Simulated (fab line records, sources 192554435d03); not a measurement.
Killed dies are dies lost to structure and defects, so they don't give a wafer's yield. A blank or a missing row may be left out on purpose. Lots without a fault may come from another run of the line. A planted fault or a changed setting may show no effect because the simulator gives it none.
fab line records | flow n5_finfet
record lots=7 wafers=18 last_day=19
route steps=1938 shown BEOL_M4@1069 PASSIVATION@1936
lots that met no fault: from a run of the same line without faults
start_h: hours from the record's first day to the start of the lot's first wafer shown | wait_h: hours since the lot's step before | " the same as in the row above | L1.1+2: a row that stands for several wafers | - no value, or no start given | * or withheld: withheld | < > ~ a bound
route shown NAME@n: a module of which the file shows steps, and the number in the route of the first | usual: mean/standard deviation of fault-free wafers | same: alike in all rows | chamber/n: place in a boat | sites: the reading at each site | _std_site: their standard deviation | _edge_site: outer sites' mean less inner sites' | radius_mm: how far each site lies from the wafer's centre | mask NAME#n: copy n | behind: the tool/chamber that last shaped the wafer | hold: why the lot was held/for how many hours/how that ended | device: the transistor (n, p or np) that didn't switch | end of line: the same wafers' tests at the end of the route | a step without rows: its recipe alone | killed: dies lost to structure and defects at the first sort, not the wafer's yield | map: a wafer's dies, x killed, . not, _ none there
set.NAME: the setting as run; set.NAME@STEP: as run at that earlier step | model.NAME: the simulator's own value behind a step, which no gauge read
lots at some steps of the route; a table a step, a row a wafer
services: from which hour (start_h, from the record's first day; less than 0 if before it) a tool's chamber was out of use, for how many hours, and why
## steps
# step N5_BEOL_M4_STRIP_36
# recipe chemistry=N2/H2 power_w=450 temp_c=40 pressure_mtorr=20 rf_frequency_hz=6e+07 overash_fraction=0.3 bias_power_w=7 h2_frac=0.5 n2_flow_sccm=200 h2_flow_sccm=200
# step N5_BEOL_M4_TRENCH_ETCH_37
# recipe chemistry=C4F6/O2 target_depth_a=555.55 target=SiOC time_s=29.2 ion_energy_ev=250 pressure_mtorr=30 source_w=355 bias_w=185 Ar_flow_sccm=300 C4F6_flow_sccm=10 O2_flow_sccm=10
# step N5_BEOL_M4_ETCH_41
# recipe chemistry=CH3F/O2 target=SiCN target_depth_a=299 taper_deg=2 time_s=52.5 ion_energy_ev=120 mask_material=TiN pressure_mtorr=30 source_w=395 bias_w=75 Ar_flow_sccm=150 CH3F_flow_sccm=30 O2_flow_sccm=20
# usual CH3F_flow_sccm=29.99/0.09 drypump_motor_current_A=5.6/0.53 oes_product_au=0.78/0.091 rf_vpp_V=297.3/1.4 showerhead_plenum_p_Torr=2.01/0.052 throttle_valve_pct=16.33/0.29
# columns lot.wafer tool chamber start_h wait_h CH3F_flow_sccm drypump_motor_current_A oes_product_au rf_hours_counter_h rf_vpp_V showerhead_plenum_p_Torr throttle_valve_pct
L948.2 rie_diel-06 3 - - 30.04 4.8 0.89 31 295.4 1.95 15.76
L948.3 " 0 " " 29.94 5.3 0.73 176 299.5 2.08 16.56
L948.4 " 2 " " 30.02 5.4 0.96 - 299.6 2.03 16.11
L955.1 rie_diel-05 1 - - 29.98 4.9 0.69 198 297.1 2.01 16.30
L955.2 " 0 " " 30.13 6.3 0.77 130 296.0 1.93 16.29
L957.1 rie_diel-06 3 - - 29.96 4.8 0.86 49 295.9 1.95 15.80
L957.2 " 1 " " 29.87 6.5 0.81 92 297.0 2.02 15.90
L956.1 rie_diel-02 0 - - 29.98 6.1 0.68 240 298.5 2.06 16.81
L956.5 " 1 " " 30.09 5.7 0.74 - 296.4 2.01 16.64
L965.1 rie_diel-02 3 - - 29.90 5.3 0.86 32 298.2 2.04 16.41
L965.5 " 3 " " 29.93 5.3 0.86 - 298.9 2.03 16.42
L965.6 " 1 " " 29.94 5.7 0.73 - 297.0 2.00 16.66
L966.1 rie_diel-05 0 - - 30.01 6.3 0.75 165 295.4 1.92 16.34
L966.3 " 1 " " 30.04 4.9 0.67 229 297.1 2.00 16.36
L966.5 " 0 " " 30.04 6.3 0.75 - 295.6 1.92 16.35
L971.1 rie_diel-05 0 - - 30.12 6.3 0.74 183 295.3 1.91 16.38
L971.2 " 2 " " 30.10 5.9 0.78 111 296.0 1.94 16.23
L971.6 " 0 " " 29.98 6.3 0.74 - 296.1 1.91 16.38
# step N5_BEOL_M4_STRIP_97
# recipe chemistry=N2/H2 time_s=10 power_w=450 temp_c=40 pressure_mtorr=20 rf_frequency_hz=6e+07 bias_power_w=7 n2_flow_sccm=200 h2_flow_sccm=200
# usual drypump_motor_current_A=5.6/0.53 oes_product_au=0.79/0.093 rf_vpp_V=59.2/0.83 showerhead_plenum_p_Torr=2.54/0.076 throttle_valve_pct=23.6/0.42
# columns lot.wafer tool chamber start_h wait_h drypump_motor_current_A oes_product_au rf_hours_counter_h rf_vpp_V showerhead_plenum_p_Torr throttle_valve_pct
L948.2 rie_diel-06 3 - - 4.8 0.91 31 59.7 2.48 23.2
L948.3 " 0 " " 5.3 0.75 176 59.9 2.62 23.7
L948.4 " 2 " " 5.5 0.98 - 58.1 2.59 23.3
L955.1 rie_diel-05 1 - - 4.9 0.70 198 60.6 2.52 23.4
L955.2 " 0 " " 6.3 0.79 130 59.4 2.41 23.1
L957.1 rie_diel-06 3 - - 4.8 0.89 49 59.0 2.48 23.2
L957.2 " 1 " " 6.5 0.83 92 59.8 2.58 23.6
L956.1 rie_diel-02 0 - - 6.2 0.68 240 59.7 2.61 24.0
L956.5 " 1 " " 5.8 0.75 - 58.8 2.55 24.2
L965.1 rie_diel-02 3 - - 5.3 0.88 32 60.6 2.58 23.8
L965.5 " 3 " " 5.3 0.87 - 58.3 2.58 23.8
L965.6 " 1 " " 5.8 0.73 - 58.0 2.54 24.2
L966.1 rie_diel-05 0 - - 6.3 0.77 165 58.1 2.40 23.1
L966.3 " 1 " " 4.9 0.69 229 58.6 2.51 23.4
L966.5 " 0 " " 6.3 0.76 - 58.9 2.40 23.1
L971.1 rie_diel-05 0 - - 6.3 0.75 183 60.0 2.39 23.1
L971.2 " 2 " " 5.9 0.79 111 58.6 2.44 23.2
L971.6 " 0 " " 6.3 0.75 - 58.6 2.39 23.2
# step N5_BEOL_M4_OCD_MEAS_38
# usual trench_depth_nm=55.0/1.3
# columns lot.wafer tool chamber start_h wait_h trench_depth_nm
L948.2 ocd-02 - 173.55 - 55.1
L948.3 " - " " 55.0
L948.4 " - " " 58.0
L955.1 ocd-02 - 212.07 - 52.6
L955.2 " - " " 55.5
L957.1 ocd-02 - 229.92 - 54.4
L957.2 " - " " 56.1
L956.1 ocd-02 - 238.51 - 54.0
L956.5 " - " " 55.1
L965.1 ocd-01 - 286.57 - 56.1
L965.5 " - " " 55.6
L965.6 " - " " 55.2
L966.1 ocd-01 - 292.60 - 55.1
L966.3 " - " " 52.4
L966.5 " - " " 54.9
L971.1 ocd-01 - 336.02 - 54.8
L971.2 " - " " 53.8
L971.6 " - " " 55.4
# step N5_BEOL_M4_HM_STRIP_39
# recipe chemistry=peroxide_tin_strip material=TiN target_depth_a=250 temp_c=50 time_s=158
# step N5_BEOL_M4_SRD_40
# recipe time_s=30 temp_c=23 rinse_liquid=diw dry=ipa_marangoni
# step N5_BEOL_M4_PRECLEAN_42
# recipe chemistry=residue_remover time_s=60 temp_c=40
# step N5_BEOL_M4_SRD_43
# recipe time_s=30 temp_c=23 rinse_liquid=diw dry=ipa_marangoni
# step N5_BEOL_M4_CD_MEAS_35
# recipe target_cd_nm=18 target_cd_y_nm=22.4 polarity=opening
# usual cd_nm=17.9/0.36
# columns lot.wafer tool chamber start_h wait_h cd_nm
L948.2 cd_sem-02 - 173.70 0.0 18.0
L948.3 " - " " 18.0
L948.4 " - " " 17.7
L955.1 cd_sem-01 - 212.25 0.0 18.3
L955.2 " - " " 18.0
L957.1 cd_sem-02 - 230.17 0.0 17.8
L957.2 " - " " 17.9
L956.1 cd_sem-01 - 238.67 0.0 18.0
L956.5 " - " " 17.9
L965.1 cd_sem-01 - 286.83 0.0 17.6
L965.5 " - " " 17.7
L965.6 " - " " 18.2
L966.1 cd_sem-01 - 292.75 0.0 17.6
L966.3 " - " " 17.2
L966.5 " - " " 17.3
L971.1 cd_sem-01 - 336.17 0.0 17.3
L971.2 " - " " 18.1
L971.6 " - " " 17.8
# step N5_BEOL_M4_DEGAS_44
# recipe ambient=vacuum temp_c=250 time_s=60
# usual heater_power_w=330/36
# columns lot.wafer tool chamber start_h wait_h heater_power_w
L948.2 pvd_sputter-03 - 174.04 0.3 314
L948.3 " - " " 341
L948.4 " - " " 315
L955.1 pvd_sputter-03 - 212.42 0.2 320
L955.2 " - " " 346
L957.1 pvd_sputter-01 - 230.42 0.2 305
L957.2 " - " " 361
L956.1 pvd_sputter-01 - 238.89 0.2 333
L956.5 " - " " 362
L965.1 pvd_sputter-02 - 287.05 0.2 376
L965.5 " - " " 289
L965.6 " - " " 341
L966.1 pvd_sputter-03 - 293.04 0.3 317
L966.3 " - " " 322
L966.5 " - " " 314
L971.1 pvd_sputter-02 - 336.30 0.1 287
L971.2 " - " " 298
L971.6 " - " " 376
# step N5_BEOL_M4_PRE_CLEAN_45
# recipe gas=H2/He time_s=30 temp_c=250
# usual heater_power_w=330/35
# columns lot.wafer tool chamber start_h wait_h heater_power_w
L948.2 pvd_sputter-03 - 174.08 0.0 318
L948.3 " - " " 325
L948.4 " - " " 327
L955.1 pvd_sputter-03 - 212.46 0.0 311
L955.2 " - " " 342
L957.1 pvd_sputter-01 - 230.46 0.0 305
L957.2 " - " " 352
L956.1 pvd_sputter-01 - 238.93 0.0 319
L956.5 " - " " 349
L965.1 pvd_sputter-02 - 287.09 0.0 372
L965.5 " - " " 288
L965.6 " - " " 341
L966.1 pvd_sputter-03 - 293.08 0.0 319
L966.3 " - " " 321
L966.5 " - " " 323
L971.1 pvd_sputter-02 - 336.34 0.0 282
L971.2 " - " " 296
L971.6 " - " " 372
# step N5_BEOL_M4_ALD_84
# recipe material=TaN target_thk_a=* temp_c=275 ald_precursor_family=PDMAT ald_co_reactant=NH3 pressure_torr=3 carrier_flow_sccm=1500 pulse_time_s=2 purge_time_s=3 co_reactant_purge_time_s=2 co_reactant_pulse_time_s=3 ald_cycles=30 precursor_vessel_temp_c=75 precursor_vessel_pressure_torr=26.25 precursor_vessel_carrier_sccm=1000
# usual co_reactant_pulse_time_s=3/0 heater_power_outer_w=220/33 heater_power_w=394/54
# columns lot.wafer tool chamber start_h wait_h co_reactant_pulse_time_s heater_power_outer_w heater_power_w
L948.2 ald_metal-04 0 174.14 0.0 3 297 517
L948.3 " 1 " " 3 219 420
L948.4 " 2 " " 3 215 400
L955.1 ald_metal-02 3 212.55 0.1 3 233 392
L955.2 " 1 " " 2.8502 224 390
L957.1 ald_metal-02 3 230.55 0.1 3 231 407
L957.2 " 1 " " 2.8502 220 396
L956.1 ald_metal-02 2 239.00 0.0 3 175 334
L956.5 " 3 " " 2.8502 236 396
L965.1 ald_metal-01 2 287.16 0.0 3 293 522
L965.5 " 3 " " 3 226 438
L965.6 " 2 " " 3 292 512
L966.1 ald_metal-04 0 293.14 0.0 3 300 523
L966.3 " 3 " " 3 219 408
L966.5 " 3 " " 3 226 401
L971.1 ald_metal-02 3 336.48 0.1 3 231 402
L971.2 " 1 " " 3 219 385
L971.6 " 1 " " 3 220 387
# step N5_BEOL_M4_SURFACE_TREAT_85
# recipe gas=Ar time_s=* ion_energy_ev=* ion_current_ma_cm2=0.5 pressure_mtorr=* ar_flow_sccm=30
# usual throttle_valve_pct=*
# columns lot.wafer tool chamber start_h wait_h throttle_valve_pct
L948.2 pvd_sputter-03 - 174.64 0.4 *
L948.3 " - " " *
L948.4 " - " " *
L955.1 pvd_sputter-01 - 213.02 0.4 *
L955.2 " - " " *
L957.1 pvd_sputter-03 - 230.81 0.2 *
L957.2 " - " " *
L956.1 pvd_sputter-03 - 239.27 0.2 *
L956.5 " - " " *
L965.1 pvd_sputter-03 - 287.40 0.1 *
L965.5 " - " " *
L965.6 " - " " *
L966.1 pvd_sputter-02 - 293.41 0.2 *
L966.3 " - " " *
L966.5 " - " " *
L971.1 pvd_sputter-03 - 336.79 0.2 *
L971.2 " - " " *
L971.6 " - " " *
# step N5_BEOL_M4_RC_MEAS_101
# usual DIBL_N=36.5/2.2 DIBL_P=36.9/2.9 IOFF_N=0.17/0.044 IOFF_P=0.22/0.052 ION_N=671/16 ION_P=461/10 SS_N=71.6/0.73 SS_P=73.5/0.79 VT_N=250/4.1 VT_P=-250/4.1
# columns lot.wafer tool chamber start_h wait_h DIBL_N[mV/V] DIBL_P[mV/V] IOFF_N[nA/um] IOFF_P[nA/um] ION_N[uA/um] ION_P[uA/um] SS_N[mV/dec] SS_P[mV/dec] VT_N[mV] VT_P[mV]
L948.2 prober-01 0 178.79 0.2 33.2 33.3 0.11 0.14 671 456 70.3 72.2 254 -258
L948.3 " 0 " " 31.7 33.4 0.09 0.14 645 451 69.8 72.1 259 -257
L948.4 " 0 " " 34.6 33.1 0.12 0.13 650 444 71.3 72.3 257 -260
L955.1 prober-01 0 219.30 0.0 36.7 36.2 0.15 0.24 670 463 71.5 73.9 251 -249
L955.2 " 0 " " 37.2 36.5 0.16 0.25 671 462 71.9 73.6 252 -246
L957.1 prober-01 0 233.96 0.0 38.4 38.7 0.22 0.30 677 473 72.2 74.4 243 -245
L957.2 " 0 " " 39.4 39.3 0.21 0.30 680 469 72.2 74.0 245 -244
L956.1 prober-01 0 242.65 0.0 32.0 31.8 0.10 0.14 651 451 70.6 72.5 255 -256
L956.5 " 0 " " 35.2 36.5 0.14 0.21 673 462 71.9 72.9 251 -249
L965.1 prober-02 0 290.62 0.0 34.7 34.4 0.14 0.19 666 459 71.3 72.9 250 -249
L965.5 " 0 " " 36.5 38.7 0.17 0.25 680 472 70.9 74.2 247 -245
L965.6 " 0 " " 34.5 36.3 0.13 0.22 645 454 70.6 73.6 253 -249
L966.1 prober-01 0 297.06 0.0 37.6 37.8 0.17 0.20 676 458 72.3 73.3 249 -253
L966.3 " 0 " " 37.8 39.2 0.18 0.23 687 466 72.4 73.8 248 -250
L966.5 " 0 " " 37.9 39.6 0.18 0.24 679 473 71.4 74.0 246 -248
L971.1 prober-01 0 340.34 0.0 39.0 41.7 0.23 0.29 690 480 73.1 74.8 244 -245
L971.2 " 0 " " 36.1 36.9 0.15 0.20 665 458 72.1 73.8 252 -250
L971.6 " 0 " " 36.4 37.6 0.15 0.21 662 450 71.4 73.3 248 -250
# step N5_PASSIVATION_PROBE_49
# usual defect_limited_yield=91.3/1.4 killed_at_M0_to_M3=36/10 killed_at_M4_up=13/5.4 killed_at_contacts=12/5.3 killed_at_front_end=39/10 killed_at_other=3.2/2.7 killed_dies=103/16 killed_on_rim=13/4 killed_open=68/13 killed_short=33/6.6 sort_bin_5_function=5.1/0.92 sort_bin_6_memory=3.3/0.68 sort_bin_8_speed=0.1/0.41 sort_n_pass=1077/17 sort_yield_pct=91.2/1.4
# same gross_dies=1180 killed_at_back_side=0 sort_bin_4_leakage[%]=0
# columns lot.wafer tool chamber start_h wait_h defect_limited_yield[%] killed_at_M0_to_M3 killed_at_M4_up killed_at_contacts killed_at_front_end killed_at_other killed_dies killed_on_rim killed_open killed_short sort_bin_5_function[%] sort_bin_6_memory[%] sort_bin_8_speed[%] sort_n_pass sort_yield_pct[%]
L948.2 prober-01 - 290.94 0.1 91.6 39 13 10 33 4 99 13 71 25 3.7 4.4 0 1081 91.6
L948.3 prober-01 - 290.99 0.1 92.1 41 7 6 38 1 93 10 58 32 4.7 3.0 0 1087 92.1
L948.4 prober-01 - 291.04 0.2 92.7 32 6 11 35 2 86 6 64 21 5.3 1.9 0.3 1091 92.5
L955.1 prober-01 - 333.52 0.0 91.2 31 13 14 45 1 104 10 71 33 5.2 3.3 0 1076 91.2
L955.2 prober-01 - 333.57 0.1 92.5 26 15 12 36 0 89 11 55 34 4.8 2.5 0 1091 92.5
L957.1 prober-02 - 345.42 0.0 91.4 20 5 13 62 1 101 16 78 21 4.9 3.6 0 1079 91.4
L957.2 prober-02 - 345.47 0.1 91.5 31 12 6 50 1 100 11 59 38 5.0 3.2 0 1080 91.5
L956.1 prober-01 - 349.49 0.8 91.5 15 14 12 58 1 100 12 67 32 4.9 3.4 0 1080 91.5
L956.5 prober-01 - 349.69 1.0 94.5 9 10 11 33 2 65 10 44 20 3.2 1.9 0.1 1115 94.5
L965.1 prober-01 - 402.36 0.0 91.9 36 8 17 34 0 95 10 55 38 4.4 3.3 0 1085 91.9
L965.5 prober-01 - 402.56 0.2 90.3 57 3 20 33 1 114 13 82 31 5.5 3.8 0 1066 90.3
L965.6 prober-01 - 402.61 0.3 90.2 41 11 27 33 4 116 13 87 26 4.9 4.7 0 1064 90.2
L966.1 prober-01 - 416.95 0.0 88.6 42 24 13 51 4 134 15 93 41 5.9 5.3 0 1046 88.6
L966.3 prober-01 - 417.05 0.1 89.8 55 8 14 42 1 120 18 86 32 4.9 4.8 0 1060 89.8
L966.5 prober-01 - 417.15 0.2 91.5 44 5 11 34 6 100 12 70 28 4.1 4.2 0 1080 91.5
L971.1 prober-02 - 449.67 0.0 91.9 28 18 16 27 7 96 19 71 23 4.4 3.3 0 1084 91.9
L971.2 prober-02 - 449.72 0.1 92.6 30 9 12 33 3 87 5 52 35 4.6 2.5 0 1093 92.6
L971.6 prober-02 - 449.92 0.3 92.2 40 11 6 35 0 92 16 57 35 4.8 2.7 0 1088 92.2
# killed by level:class
L948.2 FIN_SAQP:geometric_particle:open=14 BEOL_M2:geometric_particle:open=13 MOL_CONTACT_COAG:geometric_particle:open=9 BEOL_M3:geometric_particle:open=6 FIN_SAQP:geometric_particle:short=4 BEOL_M0:geometric_particle:short=4 BEOL_M7:geometric_particle:open=4 BEOL_M0_SAQP:geometric_particle:open=3
L948.3 FIN_SAQP:geometric_particle:open=7 BEOL_M0:geometric_particle:short=7 BEOL_M1:geometric_particle:open=7 BEOL_M3:geometric_particle:open=7 STI_FIN_REVEAL:geometric_particle:open=6 DUMMY_GATE:geometric_particle:open=6 BEOL_M2:geometric_particle:open=6 FIN_SAQP:geometric_particle:short=5
L948.4 MOL_CONTACT_COAG:geometric_particle:open=10 BEOL_M0:geometric_particle:open=8 BEOL_M2:geometric_particle:open=7 BEOL_M3:geometric_particle:open=7 FIN_SAQP:geometric_particle:open=6 FIN_SAQP:geometric_particle:short=5 DUMMY_GATE:geometric_particle:open=5 STARTING-WAFER:geometric_particle:short=5
L955.1 STI_FIN_REVEAL:geometric_particle:open=14 MOL_CONTACT_COAG:geometric_particle:open=12 BEOL_M0_SAQP:geometric_particle:open=9 FIN_SAQP:geometric_particle:short=8 FIN_SAQP:geometric_particle:open=7 BEOL_M0_SAQP:geometric_particle:short=7 BEOL_M3:geometric_particle:open=6 BEOL_M4:geometric_particle:open=5
L955.2 BEOL_M4:geometric_particle:open=12 BEOL_M0_SAQP:geometric_particle:short=12 DUMMY_GATE:geometric_particle:open=8 MOL_CONTACT_COAG:geometric_particle:open=8 BEOL_M0_SAQP:geometric_particle:open=6 FIN_SAQP:geometric_particle:short=5 FIN_SAQP:geometric_particle:open=5 ILD0:geometric_particle:short=5
L957.1 STI_FIN_REVEAL:geometric_particle:open=32 MOL_CONTACT_COAG:geometric_particle:open=11 STARTING-WAFER:geometric_particle:open=7 FIN_SAQP:geometric_particle:open=6 BEOL_M0_SAQP:geometric_particle:short=4 BEOL_M1:geometric_particle:open=4 BEOL_M2:geometric_particle:open=4 STI_FIN_REVEAL:geometric_particle:short=3
L957.2 STI_FIN_REVEAL:geometric_particle:open=13 BEOL_M0_SAQP:geometric_particle:short=9 FIN_SAQP:geometric_particle:open=8 FIN_SAQP:geometric_particle:short=6 STARTING-WAFER:geometric_particle:open=6 MOL_CONTACT_COAG:geometric_particle:open=5 BEOL_M0_SAQP:geometric_particle:open=5 BEOL_M1:geometric_particle:short=5
L956.1 FIN_SAQP:geometric_particle:open=18 FIN_SAQP:geometric_particle:short=11 MOL_CONTACT_COAG:geometric_particle:open=10 BEOL_M4:geometric_particle:open=7 DUMMY_GATE:geometric_particle:open=6 ILD0:geometric_particle:short=5 STI_FIN_REVEAL:geometric_particle:open=4 GATE_CUT:geometric_particle:open=4
L956.5 FIN_SAQP:geometric_particle:open=10 MOL_CONTACT_COAG:geometric_particle:open=10 ILD0:geometric_particle:short=6 FIN_SAQP:geometric_particle:short=4 STI_FIN_REVEAL:geometric_particle:open=4 DUMMY_GATE:geometric_particle:open=4 BEOL_M0_SAQP:geometric_particle:short=3 BEOL_M5:geometric_particle:open=3
L965.1 MOL_CONTACT_COAG:geometric_particle:open=14 BEOL_M0_SAQP:geometric_particle:short=9 STI_FIN_REVEAL:geometric_particle:open=8 STI_FIN_REVEAL:geometric_particle:short=6 GATE_CUT:geometric_particle:short=6 BEOL_M0_SAQP:geometric_particle:open=6 BEOL_M3:geometric_particle:open=5 BEOL_M4:geometric_particle:open=5
L965.5 STI_FIN_REVEAL:geometric_particle:open=17 MOL_CONTACT_COAG:geometric_particle:open=15 BEOL_M2:geometric_particle:open=15 BEOL_M0_SAQP:geometric_particle:short=9 BEOL_M3:geometric_particle:open=9 BEOL_M0:geometric_particle:open=6 BEOL_M1:geometric_particle:open=6 MOL_CONTACT_COAG:geometric_particle:short=5
L965.6 MOL_CONTACT_COAG:geometric_particle:open=23 BEOL_M1:geometric_particle:open=12 BEOL_M2:geometric_particle:open=11 STI_FIN_REVEAL:geometric_particle:open=7 BEOL_M0_SAQP:geometric_particle:open=6 BEOL_M4:geometric_particle:open=6 FIN_SAQP:geometric_particle:open=4 FIN_SAQP:geometric_particle:short=4
L966.1 FIN_SAQP:geometric_particle:open=15 BEOL_M3:geometric_particle:open=15 STI_FIN_REVEAL:geometric_particle:open=10 MOL_CONTACT_COAG:geometric_particle:open=10 BEOL_M4:geometric_particle:open=10 FIN_SAQP:geometric_particle:short=9 GATE_CUT:geometric_particle:short=5 BEOL_M0_SAQP:geometric_particle:open=5
L966.3 BEOL_M3:geometric_particle:open=17 BEOL_M1:geometric_particle:open=11 BEOL_M2:geometric_particle:open=10 FIN_SAQP:geometric_particle:short=9 MOL_CONTACT_COAG:geometric_particle:open=9 GATE_CUT:geometric_particle:open=7 FIN_SAQP:geometric_particle:open=5 GATE_CUT:geometric_particle:short=5
L966.5 BEOL_M3:geometric_particle:open=18 BEOL_M2:geometric_particle:open=9 MOL_CONTACT_COAG:geometric_particle:open=8 FIN_SAQP:geometric_particle:open=6 BEOL_M3:geometric_particle:short=6 STARTING-WAFER:geometric_particle:open=5 BEOL_M0_SAQP:geometric_particle:open=5 GATE_CUT:geometric_particle:short=4
L971.1 MOL_CONTACT_COAG:geometric_particle:open=15 BEOL_M3:geometric_particle:open=9 GATE_CUT:geometric_particle:short=6 BEOL_M4:geometric_particle:open=6 STI_FIN_REVEAL:geometric_particle:open=5 BEOL_M5:geometric_particle:open=4 GATE_CUT:geometric_particle:open=4 BEOL_M0_SAQP:geometric_particle:open=4
L971.2 BEOL_M0_SAQP:geometric_particle:open=8 MOL_CONTACT_COAG:geometric_particle:open=7 FIN_SAQP:geometric_particle:short=6 BEOL_M0_SAQP:geometric_particle:short=6 FIN_SAQP:geometric_particle:open=5 STI_FIN_REVEAL:geometric_particle:open=5 MOL_CONTACT_COAG:geometric_particle:short=5 DUMMY_GATE:geometric_particle:open=4
L971.6 BEOL_M0_SAQP:geometric_particle:short=14 BEOL_M0_SAQP:geometric_particle:open=9 GATE_CUT:geometric_particle:open=6 DUMMY_GATE:geometric_particle:open=5 MOL_CONTACT_COAG:geometric_particle:open=5 GATE_CUT:geometric_particle:short=4 STARTING-WAFER:geometric_particle:open=4 BEOL_M1:geometric_particle:open=4
## services
# columns tool chamber start_h hours kind
ald_metal-04 3 168.42 11.1 repair
rie_diel-06 1 173.12 2.4 repair
rie_diel-06 0 174.16 8.3 repair
rie_diel-02 3 177.94 - clean
rie_diel-02 3 177.94 - consumable_replace:focus_ring
rie_diel-02 3 177.94 17.6 scheduled_down
rie_diel-02 3 177.94 17.6 vent_cycle
rie_diel-05 3 211.18 8.2 repair
rie_diel-05 3 228.10 - clean
rie_diel-05 3 228.10 - consumable_replace:esc
rie_diel-05 3 228.10 - consumable_replace:focus_ring
rie_diel-05 3 228.10 26.0 scheduled_down
rie_diel-05 3 228.10 26.0 vent_cycle
rie_diel-05 1 231.51 7.3 repair
ald_metal-04 - 269.51 0.6 repair
rie_diel-02 0 271.52 9.9 repair
rie_diel-02 0 281.47 - clean
rie_diel-02 0 281.47 - consumable_replace:focus_ring
rie_diel-02 0 281.47 15.5 scheduled_down
rie_diel-02 0 281.47 15.5 vent_cycle
rie_diel-02 3 287.60 16.7 repair
ald_metal-01 3 296.26 10.0 repair
rie_diel-02 2 321.25 - clean
rie_diel-02 1 334.26 5.1 repair
## key
first_sign step=N5_BEOL_M4_ALD_84 reading=co_reactant_pulse_time_s direction=down sigmas=99+ usual=* struck=*
effect none on later readings
met_at N5_BEOL_M4_ALD_84
struck_wafers L955.2,L956.5,L957.2
fault kind=process_parameter_drift tool=ald_metal-02 chamber=- onset_h=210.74 steps=N5_BEOL_M4_ALD_84 channel=co_reactant_pulse_time_s offset=* shape=step end_h=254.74 scope=struck_wafers_only acts_in=* stated=*
